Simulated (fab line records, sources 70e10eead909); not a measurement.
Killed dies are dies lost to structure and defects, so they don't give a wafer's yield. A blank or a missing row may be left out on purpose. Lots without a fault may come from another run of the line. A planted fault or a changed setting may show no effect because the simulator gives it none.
Which tool did it? | flow nand_harc | 12 lots, 36 wafers sampled, at 4 steps of a route of 1302

WHAT THE GAUGES READ, wafer by wafer
NHARC_A_BONDPAD_THK_MEAS_20: measures by xrf.
lot  | measured     | on            | thk_nm (nm)
L891 | day 23 15:28 | film_metro-01 | 166.2 166.3 167.2
L892 | day 24 00:02 | film_metro-01 | 168.8 168.0 169.0
L894 | day 24 16:36 | film_metro-01 | 169.0 169.7 169.2
L895 | day 25 19:02 | film_metro-01 | 167.1 171.4 166.8
L896 | day 25 06:59 | film_metro-01 | 168.7 168.3 172.7
L897 | day 26 17:33 | film_metro-01 | 169.5 169.8 168.8
L898 | day 26 22:38 | film_metro-02 | 169.8 168.4 172.2
L899 | day 27 05:23 | film_metro-01 | 171.1 172.0 171.9
L904 | day 28 20:35 | film_metro-02 | 170.9 168.3 170.0
L907 | day 29 11:04 | film_metro-02 | 170.3 172.1 167.5
L909 | day 31 00:29 | film_metro-02 | 167.2 170.3 174.1
L911 | day 31 12:42 | film_metro-01 | 167.3 169.0 166.9

NHARC_END_SORT_01.
lot  | measured     | on        | killed_at_array | killed_at_other | killed_at_periphery | killed_dies | killed_open | killed_short
L909 | day 32 05:08 | prober-01 | 28 31 33        | 1 0 1           | 3 75 1              | 32 106 35   | 1 5 3       | 2 4 1
L911 | day 33 01:40 | prober-01 | 52 40 40        | 2 1 0           | 2 71 2              | 56 112 42   | 3 3 3       | 2 2 4

WHICH TOOL RAN EACH LOT (tool, then ch and the chambers of the sampled wafers, then the start)
lot  | NHARC_P_CONTACT_STRIP_28           | NHARC_A_BONDPAD_ETCH_34
L891 | rie_diel-08 ch 1,3, day 6 07:22    | rie_diel-06 ch 0,1,3, day 23 13:14
L892 | rie_diel-11 ch 0,1,2, day 6 19:52  | rie_diel-01 ch 0,2, day 23 21:46
L894 | rie_diel-11 ch 0,1,3, day 7 16:30  | rie_diel-12 ch 1,3, day 24 13:53
L895 | rie_diel-08 ch 0,3, day 8 06:48    | rie_diel-06 ch 1,3, day 25 16:47
L896 | rie_diel-08 ch 0,1,3, day 8 08:52  | rie_diel-12 ch 0,2,3, day 25 04:45
L897 | rie_diel-11 ch 0,1,2, day 8 23:58  | rie_diel-01 ch 1,3, day 26 15:16
L898 | rie_diel-06 ch 0,2, day 9 15:55    | rie_diel-01 ch 1,2,3, day 26 20:23
L899 | rie_diel-06 ch 0,2,3, day 9 21:08  | rie_diel-06 ch 0,1, day 27 03:02
L904 | rie_diel-06 ch 0,1, day 11 20:28   | rie_diel-12 ch 1,2,3, day 28 18:20
L907 | rie_diel-11 ch 1,2, day 13 00:10   | rie_diel-06 ch 0,2,3, day 29 08:46
L909 | rie_diel-11 ch 0,1,3, day 13 22:32 | rie_diel-06 ch 1,2, day 30 22:09
L911 | rie_diel-11 ch 0,2,3, day 14 15:54 | rie_diel-06 ch 1,2, day 31 10:27
- NHARC_P_CONTACT_STRIP_28: strips in O2.
- NHARC_A_BONDPAD_ETCH_34: etches the open film in N2/H2, target depth 60 nm, overetch 18 nm, time 65.91 s.

WHAT THE TOOLS THEMSELVES READ (means of the sampled wafers that have a number; where no wafer has one, the mark that the record gives instead)
NHARC_P_CONTACT_STRIP_28.
lot  | tool        | chamber_pressure_mTorr (mTorr) | drypump_motor_current_A (A) | mfc_ar_sccm (sccm) | oes_product_au (a.u.) | rf_vpp_V (V) | showerhead_plenum_p_Torr (Torr) | throttle_valve_pct (%)
L891 | rie_diel-08 | 60.00                          | 5.2                         | 0.019              | 0.990                 | 57.5         | 3.56                            | 17.034
L892 | rie_diel-11 | 59.99                          | 5.8                         | 0.010              | 0.995                 | 58.6         | 3.52                            | 17.038
L894 | rie_diel-11 | 59.94                          | 6.1                         | 0.005              | 1.000                 | 58.2         | 3.55                            | 17.042
L895 | rie_diel-08 | 60.01                          | 5.7                         | 0.001              | 0.991                 | 57.3         | 3.60                            | 17.038
L896 | rie_diel-08 | 59.99                          | 5.5                         | 0.010              | 0.992                 | 57.7         | 3.54                            | 17.041
L897 | rie_diel-11 | 59.98                          | 5.8                         | 0.010              | 0.999                 | 58.1         | 3.52                            | 17.038
L898 | rie_diel-06 | 60.00                          | 5.6                         | 0.000              | 1.011                 | 57.1         | 3.31                            | 17.041
L899 | rie_diel-06 | 59.99                          | 5.6                         | 0.000              | 1.012                 | 56.8         | 3.45                            | 17.034
L904 | rie_diel-06 | 59.97                          | 5.4                         | 0.004              | 1.004                 | 57.6         | 3.38                            | 17.042
L907 | rie_diel-11 | 59.96                          | 6.1                         | 0.011              | 0.991                 | 58.6         | 3.62                            | 17.030
L909 | rie_diel-11 | 59.98                          | 6.1                         | 0.005              | 0.994                 | 57.8         | 3.54                            | 17.034
L911 | rie_diel-11 | 60.02                          | 5.7                         | 0.007              | 0.996                 | 57.5         | 3.41                            | 17.043

NHARC_A_BONDPAD_ETCH_34.
lot  | tool        | chamber_pressure_mTorr (mTorr) | drypump_motor_current_A (A) | mfc_ar_sccm (sccm) | oes_product_au (a.u.) | rf_fwd_power_W (W) | rf_vpp_V (V) | showerhead_plenum_p_Torr (Torr) | throttle_valve_pct (%)
L891 | rie_diel-06 | 30.010                         | 5.4                         | 0.004              | 1.006                 | 394.9              | 430          | 2.03                            | 14.167
L892 | rie_diel-01 | 29.986                         | 5.3                         | 0.006              | 0.992                 | 398.4              | 429          | 1.98                            | 14.163
L894 | rie_diel-12 | 30.012                         | 6.2                         | 0.000              | 1.001                 | 397.2              | 433          | 2.14                            | 14.176
L895 | rie_diel-06 | 29.980                         | 5.3                         | 0.007              | 0.997                 | 394.8              | 431          | 2.08                            | 14.172
L896 | rie_diel-12 | 29.992                         | 5.6                         | 0.010              | 1.003                 | 396.0              | 431          | 2.05                            | 14.167
L897 | rie_diel-01 | 29.986                         | 5.7                         | 0.005              | 1.002                 | 396.9              | 428          | 1.97                            | 14.169
L898 | rie_diel-01 | 30.009                         | 5.5                         | 0.008              | 0.994                 | 395.9              | 430          | 2.04                            | 14.175
L899 | rie_diel-06 | 30.006                         | 5.4                         | 0.004              | 0.996                 | 394.1              | 428          | 1.94                            | 14.178
L904 | rie_diel-12 | 29.998                         | 5.8                         | 0.000              | 1.009                 | 396.1              | 431          | 2.06                            | 14.165
L907 | rie_diel-06 | 29.989                         | 5.6                         | 0.000              | 1.003                 | 396.4              | 428          | 1.99                            | 14.179
L909 | rie_diel-06 | 29.991                         | 5.3                         | 0.007              | 1.003                 | 397.8              | 430          | 1.99                            | 14.161
L911 | rie_diel-06 | 29.983                         | 5.3                         | 0.007              | 1.000                 | 396.0              | 429          | 1.99                            | 14.172

THE ANSWER, worked out from the rows above alone
Rule: what is usual is taken from the lots themselves. Put in order of their means at a reading, lots are off if they are a third of the lots or fewer, leave a main group of 4 or more, and stand apart from it by a gap of 3 or more times the standard deviation of the main group's means; of several such gaps the widest counts. A main group whose means are all the same, to the digits that the tables above print for the reading, isn't used. A lot without any number at a reading at which 4 lots or more have one is off too. The other lots that the step has rows for count as sound. The gauges are gone through in route order, then the tools' own readings, and for those a lot's mean is taken as printed above. The first step at which some lot is off is used, and at that step the reading that is off furthest; a lot without a number counts as furthest.
No lot is off at any reading shown: from this, nothing can be told.

WHAT THE SIMULATOR HAD PUT IN
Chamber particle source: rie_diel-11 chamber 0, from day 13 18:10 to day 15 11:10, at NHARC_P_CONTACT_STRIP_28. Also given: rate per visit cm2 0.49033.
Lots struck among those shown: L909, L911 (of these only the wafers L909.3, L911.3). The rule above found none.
